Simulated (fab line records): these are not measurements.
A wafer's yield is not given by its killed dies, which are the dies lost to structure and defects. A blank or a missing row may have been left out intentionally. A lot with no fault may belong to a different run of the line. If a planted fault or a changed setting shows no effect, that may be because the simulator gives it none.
Which tool did it? | flow n5-finfet | 24 lots, 72 wafers sampled, at 1 step of a route of 1938

WHAT THE GAUGES READ, wafer by wafer
N5_MOL_CONTACT_COAG_INSPECT_42: inspects for defects (brightfield). Usual: raw-defect-count 199, standard deviation 51.
lot  | measured     | on                | raw-defect-count | flag
L074 | day 5 04:05  | defect-inspect-02 | 144 147 85       |
L075 | day 5 14:34  | defect-inspect-01 | 202 190 187      |
L076 | day 5 16:38  | defect-inspect-02 | 156 155 189      |
L077 | day 5 20:15  | defect-inspect-01 | 334 287 290      |
L078 | day 6 05:35  | defect-inspect-01 | 248 211 287      |
L079 | day 6 09:26  | defect-inspect-02 | 234 227 212      |
L081 | day 7 06:57  | defect-inspect-01 | 195 185 229      |
L080 | day 7 12:22  | defect-inspect-01 | 370 193 148      |
L082 | day 7 12:46  | defect-inspect-02 | 135 194 214      |
L083 | day 7 15:49  | defect-inspect-02 | 228 224 211      |
L084 | day 7 20:07  | defect-inspect-02 | 170 243 210      |
L085 | day 8 00:46  | defect-inspect-01 | 175 146 169      |
L086 | day 8 04:50  | defect-inspect-02 | 177 253 177      |
L087 | day 8 09:09  | defect-inspect-02 | 125 156 162      |
L088 | day 8 16:13  | defect-inspect-02 | 159 259 173      |
L089 | day 8 19:56  | defect-inspect-01 | 225 213 145      |
L090 | day 9 04:14  | defect-inspect-01 | 251 249 239      |
L091 | day 9 13:26  | defect-inspect-01 | 178 206 205      |
L092 | day 9 16:05  | defect-inspect-01 | 199 165 187      |
L093 | day 9 21:08  | defect-inspect-01 | 283 148 158      |
L095 | day 10 09:04 | defect-inspect-01 | 249 220 233      |
L094 | day 10 09:15 | defect-inspect-01 | 192 164 239      |
L096 | day 10 16:30 | defect-inspect-01 | 151 186 185      |
L097 | day 10 22:06 | defect-inspect-01 | 173 167 179      |

WHICH TOOL RAN EACH LOT (tool, then ch and the chambers of the sampled wafers, then the start)
The record holds no process step before these readings.

WHAT THE TOOLS THEMSELVES READ (means of the sampled wafers that have a number; where no wafer has one, the mark that the record gives instead)
The record holds no such reading with a usual standard deviation.

THE ANSWER, worked out from the rows above alone
Rule: a lot is off if the mean of its wafers that have a number lies more than 3 standard deviations from the usual mean. A lot without any number at a reading at which 4 lots or more have one is off too. The other lots that the step has rows for count as sound. First the gauges in route order, then the tools' own readings, where a lot's mean is used as printed above. The first step at which some lot is off is used, and at that step the reading that is off furthest; a lot without a number counts as furthest.
None of the lots is off at any reading shown; this tells nothing.

WHAT THE SIMULATOR HAD PUT IN
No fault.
